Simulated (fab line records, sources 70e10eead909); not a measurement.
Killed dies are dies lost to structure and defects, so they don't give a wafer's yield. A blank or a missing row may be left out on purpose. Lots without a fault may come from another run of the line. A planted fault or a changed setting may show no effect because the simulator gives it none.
Which tool did it? | flow nand_harc | 24 lots, 72 wafers sampled, at 6 steps of a route of 1302

WHAT THE GAUGES READ, wafer by wafer
The record holds no reading of a measuring or inspecting step that can be judged against a usual standard deviation.

WHICH TOOL RAN EACH LOT (tool, then ch and the chambers of the sampled wafers, then the start)
lot  | NHARC_A_STAIRCASE_ETCH_15      | NHARC_A_STAIRCASE_TRIM_16      | NHARC_A_STAIRCASE_ETCH_23      | NHARC_A_STAIRCASE_TRIM_200     | NHARC_A_STAIRCASE_ETCH_201     | NHARC_A_STAIRCASE_TRIM_222
L074 | rie_diel-03 ch 1,2,3, no start | rie_diel-03 ch 2,3, no start   | rie_diel-05 ch 0,1,3, no start | rie_diel-03 ch 2,3, no start   | rie_diel-03 ch 0,2, no start   | rie_diel-05 ch 0,1,2, no start
L075 | rie_diel-03 ch 0,1,2, no start | rie_diel-03 ch 0,1, no start   | rie_diel-03 ch 1,2,3, no start | rie_diel-03 ch 0,2, no start   | rie_diel-03 ch 1,3, no start   | rie_diel-02 ch 2,3, no start
L078 | rie_diel-02 ch 2,3, no start   | rie_diel-02 ch 0,1,3, no start | rie_diel-05 ch 0,1, no start   | rie_diel-02 ch 0,3, no start   | rie_diel-02 ch 0,1,3, no start | rie_diel-02 ch 1,2,3, no start
L076 | rie_diel-05 ch 0,1, no start   | rie_diel-05 ch 1,2, no start   | rie_diel-05 ch 0,2,3, no start | rie_diel-03 ch 0,2,3, no start | rie_diel-03 ch 0,3, no start   | rie_diel-03 ch 0,3, no start
L077 | rie_diel-03 ch 2,3, no start   | rie_diel-03 ch 0,2,3, no start | rie_diel-03 ch 0,2,3, no start | rie_diel-05 ch 0,2,3, no start | rie_diel-05 ch 0,1,3, no start | rie_diel-05 ch 0,1, no start
L079 | rie_diel-02 ch 1,2,3, no start | rie_diel-02 ch 1,2,3, no start | rie_diel-03 ch 0,2,3, no start | rie_diel-03 ch 0,2,3, no start | rie_diel-03 ch 0,2,3, no start | rie_diel-03 ch 0,2,3, no start
L080 | rie_diel-02 ch 1,3, no start   | rie_diel-02 ch 0,2, no start   | rie_diel-02 ch 0,1,2, no start | rie_diel-05 ch 1,3, no start   | rie_diel-05 ch 1,3, no start   | rie_diel-05 ch 0,2, no start
L082 | rie_diel-03 ch 0,2,3, no start | rie_diel-03 ch 1,2,3, no start | rie_diel-03 ch 0,2,3, no start | rie_diel-03 ch 0,2,3, no start | rie_diel-03 ch 0,1,3, no start | rie_diel-03 ch 0,1,2, no start
L081 | rie_diel-02 ch 0,1,2, no start | rie_diel-02 ch 0,1,2, no start | rie_diel-05 ch 2,3, no start   | rie_diel-02 ch 2,3, no start   | rie_diel-02 ch 0,1, no start   | rie_diel-05 ch 0,1,2, no start
L085 | rie_diel-02 ch 2,3, no start   | rie_diel-02 ch 0,1, no start   | rie_diel-02 ch 0,2,3, no start | rie_diel-02 ch 0,2, no start   | rie_diel-02 ch 1,2, no start   | rie_diel-05 ch 0,1, no start
L083 | rie_diel-05 ch 0,1,3, no start | rie_diel-05 ch 1,2,3, no start | rie_diel-05 ch 0,1,3, no start | rie_diel-05 ch 1,2,3, no start | rie_diel-05 ch 0,1,3, no start | rie_diel-03 ch 0,1,2, no start
L084 | rie_diel-02 ch 0,1, no start   | rie_diel-02 ch 0,1,2, no start | rie_diel-02 ch 0,1,2, no start | rie_diel-05 ch 1,2,3, no start | rie_diel-05 ch 0,2,3, no start | rie_diel-05 ch 2,3, no start
L086 | rie_diel-05 ch 0,1,2, no start | rie_diel-05 ch 1,2, no start   | rie_diel-05 ch 0,2,3, no start | rie_diel-03 ch 1,2, no start   | rie_diel-03 ch 2,3, no start   | rie_diel-02 ch 0,3, no start
L087 | rie_diel-02 ch 0,1, no start   | rie_diel-02 ch 1,2, no start   | rie_diel-02 ch 0,2, no start   | rie_diel-03 ch 1,2, no start   | rie_diel-03 ch 1,3, no start   | rie_diel-03 ch 2,3, no start
L088 | rie_diel-05 ch 0,1,3, no start | rie_diel-05 ch 0,1,2, no start | rie_diel-03 ch 2,3, no start   | rie_diel-05 ch 1,2,3, no start | rie_diel-05 ch 0,1,2, no start | rie_diel-02 ch 0,1,3, no start
L089 | rie_diel-05 ch 0,1,3, no start | rie_diel-05 ch 0,3, no start   | rie_diel-03 ch 0,1,3, no start | rie_diel-05 ch 0,2, no start   | rie_diel-05 ch 0,2, no start   | rie_diel-05 ch 1,2, no start
L090 | rie_diel-05 ch 0,1, no start   | rie_diel-05 ch 0,1,3, no start | rie_diel-02 ch 0,3, no start   | rie_diel-05 ch 1,2, no start   | rie_diel-05 ch 0,1,2, no start | rie_diel-03 ch 0,2,3, no start
L091 | rie_diel-02 ch 1,3, no start   | rie_diel-02 ch 0,1,2, no start | rie_diel-02 ch 1,2,3, no start | rie_diel-05 ch 0,2, no start   | rie_diel-05 ch 0,2,3, no start | rie_diel-02 ch 1,2,3, no start
L092 | rie_diel-05 ch 0,1,3, no start | rie_diel-05 ch 1,2,3, no start | rie_diel-02 ch 0,2,3, no start | rie_diel-03 ch 0,3, no start   | rie_diel-03 ch 0,2,3, no start | rie_diel-05 ch 0,2,3, no start
L093 | rie_diel-05 ch 0,3, no start   | rie_diel-05 ch 1,2,3, no start | rie_diel-05 ch 2,3, no start   | rie_diel-03 ch 0,1,2, no start | rie_diel-03 ch 1,2,3, no start | rie_diel-03 ch 1,2,3, no start
L095 | rie_diel-02 ch 0,1, no start   | rie_diel-02 ch 1,2, no start   | rie_diel-03 ch 1,2, no start   | rie_diel-05 ch 0,1,3, no start | rie_diel-05 ch 0,1,3, no start | rie_diel-02 ch 0,1,2, no start
L094 | rie_diel-03 ch 0,1,3, no start | rie_diel-03 ch 0,1,2, no start | rie_diel-03 ch 2,3, no start   | rie_diel-05 ch 0,3, no start   | rie_diel-05 ch 0,1, no start   | rie_diel-03 ch 0,2,3, no start
L096 | rie_diel-03 ch 1,2,3, no start | rie_diel-03 ch 0,1, no start   | rie_diel-03 ch 1,3, no start   | rie_diel-03 ch 0,1,3, no start | rie_diel-03 ch 1,2,3, no start | rie_diel-03 ch 0,2, no start
L097 | rie_diel-03 ch 1,2,3, no start | rie_diel-03 ch 0,1, no start   | rie_diel-02 ch 0,3, no start   | rie_diel-05 ch 1,2,3, no start | rie_diel-05 ch 0,2,3, no start | rie_diel-03 ch 0,1,3, no start
- NHARC_A_STAIRCASE_ETCH_15: etches the open film in C4F8/O2, target depth 100 nm, time 40.5 s.
- NHARC_A_STAIRCASE_TRIM_16: chemistry O2, time 211.2 s.
- NHARC_A_STAIRCASE_ETCH_23: etches the open film in C4F8/O2, target depth 100 nm, time 40.5 s.
- NHARC_A_STAIRCASE_TRIM_200: chemistry O2, time 211.2 s.
- NHARC_A_STAIRCASE_ETCH_201: etches the open film in C4F8/O2, target depth 100 nm, time 40.5 s.
- NHARC_A_STAIRCASE_TRIM_222: chemistry O2, time 211.2 s.

WHAT THE TOOLS THEMSELVES READ (means of the sampled wafers that have a number; where no wafer has one, the mark that the record gives instead)
NHARC_A_STAIRCASE_ETCH_15.
lot  | tool        | oes_product_au (a.u.) | rf_fwd_power_W (W) | rf_vpp_V (V)
L074 | rie_diel-03 | 0.942                 | 590                | 895
L075 | rie_diel-03 | 0.951                 | 591                | 896
L078 | rie_diel-02 | 0.957                 | 593                | 895
L076 | rie_diel-05 | 0.925                 | 594                | 892
L077 | rie_diel-03 | 0.911                 | 590                | 893
L079 | rie_diel-02 | 0.939                 | 591                | 891
L080 | rie_diel-02 | 0.945                 | 592                | 894
L082 | rie_diel-03 | 0.948                 | 591                | 893
L081 | rie_diel-02 | 0.941                 | 594                | 893
L085 | rie_diel-02 | 0.941                 | 593                | 891
L083 | rie_diel-05 | 0.930                 | 594                | 894
L084 | rie_diel-02 | 0.924                 | 591                | 893
L086 | rie_diel-05 | 0.936                 | 595                | 893
L087 | rie_diel-02 | 0.956                 | 594                | 895
L088 | rie_diel-05 | 0.931                 | 594                | 895
L089 | rie_diel-05 | 0.930                 | 593                | 895
L090 | rie_diel-05 | 0.926                 | 597                | 896
L091 | rie_diel-02 | 0.942                 | 591                | 892
L092 | rie_diel-05 | 0.938                 | 592                | 894
L093 | rie_diel-05 | 0.948                 | 588                | 892
L095 | rie_diel-02 | 0.949                 | 594                | 896
L094 | rie_diel-03 | 0.951                 | 592                | 896
L096 | rie_diel-03 | 0.948                 | 592                | 893
L097 | rie_diel-03 | 0.937                 | 592                | 893

NHARC_A_STAIRCASE_TRIM_16.
lot  | tool        | drypump_motor_current_A (A) | oes_product_au (a.u.) | rf_vpp_V (V) | showerhead_plenum_p_Torr (Torr) | throttle_valve_pct (%)
L074 | rie_diel-03 | 6.4                         | 0.989                 | 57.9         | 3.46                            | 17.032
L075 | rie_diel-03 | 5.6                         | 0.992                 | 57.4         | 3.60                            | 17.037
L078 | rie_diel-02 | 5.9                         | 0.986                 | 57.7         | 3.51                            | 17.036
L076 | rie_diel-05 | 6.0                         | 0.999                 | 58.0         | 3.52                            | 17.032
L077 | rie_diel-03 | 6.2                         | 0.992                 | 58.2         | 3.47                            | 17.034
L079 | rie_diel-02 | 6.0                         | 0.998                 | 57.3         | 3.41                            | 17.027
L080 | rie_diel-02 | 5.9                         | 1.002                 | 57.5         | 3.42                            | 17.051
L082 | rie_diel-03 | 6.2                         | 0.989                 | 57.8         | 3.49                            | 17.033
L081 | rie_diel-02 | 5.8                         | 1.000                 | 57.3         | 3.44                            | 17.035
L085 | rie_diel-02 | 5.9                         | 0.998                 | 57.5         | 3.46                            | 17.040
L083 | rie_diel-05 | 5.7                         | 0.985                 | 58.2         | 3.55                            | 17.034
L084 | rie_diel-02 | 5.9                         | 1.004                 | 58.2         | 3.44                            | 17.040
L086 | rie_diel-05 | 6.0                         | 0.994                 | 58.0         | 3.50                            | 17.045
L087 | rie_diel-02 | 6.0                         | 1.005                 | 56.9         | 3.34                            | 17.033
L088 | rie_diel-05 | 6.2                         | 0.993                 | 56.8         | 3.45                            | 17.031
L089 | rie_diel-05 | 6.2                         | 1.002                 | 56.8         | 3.37                            | 17.034
L090 | rie_diel-05 | 6.0                         | 0.991                 | 57.8         | 3.48                            | 17.042
L091 | rie_diel-02 | 5.9                         | 0.999                 | 57.2         | 3.43                            | 17.032
L092 | rie_diel-05 | 5.7                         | 0.997                 | 57.4         | 3.53                            | 17.040
L093 | rie_diel-05 | 5.8                         | 0.999                 | 57.3         | 3.52                            | 17.034
L095 | rie_diel-02 | 6.0                         | 0.992                 | 57.7         | 3.35                            | 17.043
L094 | rie_diel-03 | 6.0                         | 1.001                 | 57.9         | 3.48                            | 17.037
L096 | rie_diel-03 | 5.6                         | 0.989                 | 57.7         | 3.59                            | 17.033
L097 | rie_diel-03 | 5.6                         | 0.986                 | 57.0         | 3.59                            | 17.032

NHARC_A_STAIRCASE_ETCH_23.
lot  | tool        | oes_product_au (a.u.) | rf_fwd_power_W (W) | rf_vpp_V (V)
L074 | rie_diel-05 | 0.960                 | 595                | 895
L075 | rie_diel-03 | 0.943                 | 589                | 895
L078 | rie_diel-05 | 0.959                 | 594                | 892
L076 | rie_diel-05 | 0.954                 | 592                | 891
L077 | rie_diel-03 | 0.932                 | 591                | 894
L079 | rie_diel-03 | 0.946                 | 590                | 894
L080 | rie_diel-02 | 0.938                 | 593                | 894
L082 | rie_diel-03 | 0.936                 | 591                | 893
L081 | rie_diel-05 | 0.933                 | 591                | 894
L085 | rie_diel-02 | 0.952                 | 593                | 894
L083 | rie_diel-05 | 0.942                 | 593                | 895
L084 | rie_diel-02 | 0.931                 | 592                | 892
L086 | rie_diel-05 | 0.942                 | 593                | 892
L087 | rie_diel-02 | 0.953                 | 592                | 892
L088 | rie_diel-03 | 0.935                 | 591                | 893
L089 | rie_diel-03 | 0.943                 | 593                | 897
L090 | rie_diel-02 | 0.953                 | 592                | 895
L091 | rie_diel-02 | 0.949                 | 590                | 891
L092 | rie_diel-02 | 0.943                 | 593                | 892
L093 | rie_diel-05 | 0.950                 | 590                | 895
L095 | rie_diel-03 | 0.949                 | 587                | 891
L094 | rie_diel-03 | 0.940                 | 590                | 893
L096 | rie_diel-03 | 0.940                 | 591                | 896
L097 | rie_diel-02 | 0.937                 | 591                | 898

NHARC_A_STAIRCASE_TRIM_200.
lot  | tool        | drypump_motor_current_A (A) | oes_product_au (a.u.) | rf_vpp_V (V) | showerhead_plenum_p_Torr (Torr) | throttle_valve_pct (%)
L074 | rie_diel-03 | 6.5                         | 0.988                 | 57.5         | 3.39                            | 17.035
L075 | rie_diel-03 | 6.3                         | 0.989                 | 57.4         | 3.40                            | 17.041
L078 | rie_diel-02 | 5.8                         | 0.996                 | 58.9         | 3.57                            | 17.041
L076 | rie_diel-03 | 6.2                         | 0.992                 | 57.0         | 3.47                            | 17.025
L077 | rie_diel-05 | 5.9                         | 1.000                 | 57.1         | 3.43                            | 17.031
L079 | rie_diel-03 | 6.2                         | 0.987                 | 57.7         | 3.47                            | 17.038
L080 | rie_diel-05 | 5.9                         | 0.978                 | 57.5         | 3.62                            | 17.038
L082 | rie_diel-03 | 6.2                         | 0.989                 | 58.0         | 3.46                            | 17.041
L081 | rie_diel-02 | 6.1                         | 0.999                 | 57.7         | 3.39                            | 17.032
L085 | rie_diel-02 | 5.9                         | 0.995                 | 57.4         | 3.41                            | 17.033
L083 | rie_diel-05 | 5.7                         | 0.997                 | 58.2         | 3.54                            | 17.035
L084 | rie_diel-05 | 5.8                         | 0.993                 | 57.6         | 3.54                            | 17.047
L086 | rie_diel-03 | 5.9                         | 1.004                 | 58.2         | 3.52                            | 17.037
L087 | rie_diel-03 | 5.9                         | 0.996                 | 57.5         | 3.52                            | 17.034
L088 | rie_diel-05 | 5.7                         | 0.994                 | 58.0         | 3.54                            | 17.034
L089 | rie_diel-05 | 6.1                         | 0.995                 | 57.2         | 3.37                            | 17.041
L090 | rie_diel-05 | 5.9                         | 0.993                 | 57.3         | 3.49                            | 17.040
L091 | rie_diel-05 | 6.4                         | 0.993                 | 57.5         | 3.32                            | 17.030
L092 | rie_diel-03 | 5.9                         | 0.987                 | 57.7         | 3.54                            | 17.038
L093 | rie_diel-03 | 5.9                         | 0.993                 | 56.9         | 3.48                            | 17.031
L095 | rie_diel-05 | 6.0                         | 1.000                 | 57.7         | 3.48                            | 17.041
L094 | rie_diel-05 | 5.7                         | 0.990                 | 57.2         | 3.44                            | 17.023
L096 | rie_diel-03 | 5.9                         | 0.993                 | 57.2         | 3.55                            | 17.034
L097 | rie_diel-05 | 5.7                         | 0.999                 | 58.3         | 3.52                            | 17.035

NHARC_A_STAIRCASE_ETCH_201.
lot  | tool        | oes_product_au (a.u.) | rf_fwd_power_W (W) | rf_vpp_V (V)
L074 | rie_diel-03 | 0.939                 | 588                | 892
L075 | rie_diel-03 | 0.936                 | 592                | 898
L078 | rie_diel-02 | 0.939                 | 592                | 895
L076 | rie_diel-03 | 0.928                 | 592                | 897
L077 | rie_diel-05 | 0.940                 | 592                | 894
L079 | rie_diel-03 | 0.922                 | 590                | 893
L080 | rie_diel-05 | 0.937                 | 592                | 900
L082 | rie_diel-03 | 0.939                 | 592                | 898
L081 | rie_diel-02 | 0.945                 | 594                | 896
L085 | rie_diel-02 | 0.942                 | 590                | 891
L083 | rie_diel-05 | 0.934                 | 594                | 895
L084 | rie_diel-05 | 0.952                 | 593                | 892
L086 | rie_diel-03 | 0.946                 | 589                | 890
L087 | rie_diel-03 | 0.939                 | 594                | 897
L088 | rie_diel-05 | 0.933                 | 595                | 893
L089 | rie_diel-05 | 0.938                 | 593                | 890
L090 | rie_diel-05 | 0.926                 | 594                | 893
L091 | rie_diel-05 | 0.943                 | 592                | 891
L092 | rie_diel-03 | 0.937                 | 589                | 892
L093 | rie_diel-03 | 0.948                 | 592                | 893
L095 | rie_diel-05 | 0.931                 | 593                | 893
L094 | rie_diel-05 | 0.920                 | 596                | 896
L096 | rie_diel-03 | 0.939                 | 592                | 893
L097 | rie_diel-05 | 0.946                 | 592                | 898

NHARC_A_STAIRCASE_TRIM_222.
lot  | tool        | drypump_motor_current_A (A) | oes_product_au (a.u.) | rf_vpp_V (V) | showerhead_plenum_p_Torr (Torr) | throttle_valve_pct (%)
L074 | rie_diel-05 | 6.3                         | 0.994                 | 58.2         | 3.47                            | 17.036
L075 | rie_diel-02 | 6.1                         | 1.011                 | 57.4         | 3.45                            | 17.031
L078 | rie_diel-02 | 6.0                         | 1.004                 | 58.0         | 3.41                            | 17.045
L076 | rie_diel-03 | 6.1                         | 0.992                 | 57.5         | 3.55                            | 17.034
L077 | rie_diel-05 | 6.4                         | 0.997                 | 57.8         | 3.54                            | 17.037
L079 | rie_diel-03 | 6.2                         | 0.983                 | 57.4         | 3.47                            | 17.034
L080 | rie_diel-05 | 6.4                         | 1.001                 | 57.0         | 3.34                            | 17.034
L082 | rie_diel-03 | 6.0                         | 0.995                 | 58.1         | 3.50                            | 17.033
L081 | rie_diel-05 | 6.2                         | 0.988                 | 56.9         | 3.46                            | 17.035
L085 | rie_diel-05 | 6.5                         | 0.987                 | 57.6         | 3.40                            | 17.041
L083 | rie_diel-03 | 6.0                         | 0.993                 | 58.1         | 3.50                            | 17.031
L084 | rie_diel-05 | 5.6                         | 0.996                 | 57.5         | 3.47                            | 17.029
L086 | rie_diel-02 | 5.9                         | 1.007                 | 58.3         | 3.52                            | 17.036
L087 | rie_diel-03 | 6.4                         | 1.000                 | 57.7         | 3.44                            | 17.037
L088 | rie_diel-02 | 5.9                         | 1.003                 | 57.6         | 3.49                            | 17.036
L089 | rie_diel-05 | 6.0                         | 0.998                 | 56.6         | 3.50                            | 17.042
L090 | rie_diel-03 | 6.2                         | 0.990                 | 58.5         | 3.45                            | 17.019
L091 | rie_diel-02 | 6.1                         | 1.000                 | 57.0         | 3.39                            | 17.037
L092 | rie_diel-05 | 5.9                         | 1.001                 | 58.6         | 3.41                            | 17.044
L093 | rie_diel-03 | 6.2                         | 1.001                 | 58.0         | 3.47                            | 17.034
L095 | rie_diel-02 | 5.9                         | 1.007                 | 57.2         | 3.42                            | 17.034
L094 | rie_diel-03 | 6.2                         | 1.001                 | 57.0         | 3.44                            | 17.036
L096 | rie_diel-03 | 6.3                         | 1.001                 | 57.3         | 3.37                            | 17.039
L097 | rie_diel-03 | 5.9                         | 0.990                 | 58.4         | 3.55                            | 17.043

THE ANSWER, worked out from the rows above alone
Rule: what is usual is taken from the lots themselves. Put in order of their means at a reading, lots are off if they are a third of the lots or fewer, leave a main group of 4 or more, and stand apart from it by a gap of 3 or more times the standard deviation of the main group's means; of several such gaps the widest counts. A main group whose means are all the same, to the digits that the tables above print for the reading, isn't used. A lot without any number at a reading at which 4 lots or more have one is off too. The other lots that the step has rows for count as sound. The gauges are gone through in route order, then the tools' own readings, and for those a lot's mean is taken as printed above. The first step at which some lot is off is used, and at that step the reading that is off furthest; a lot without a number counts as furthest.
No lot is off at any reading shown: from this, nothing can be told.

WHAT THE SIMULATOR HAD PUT IN
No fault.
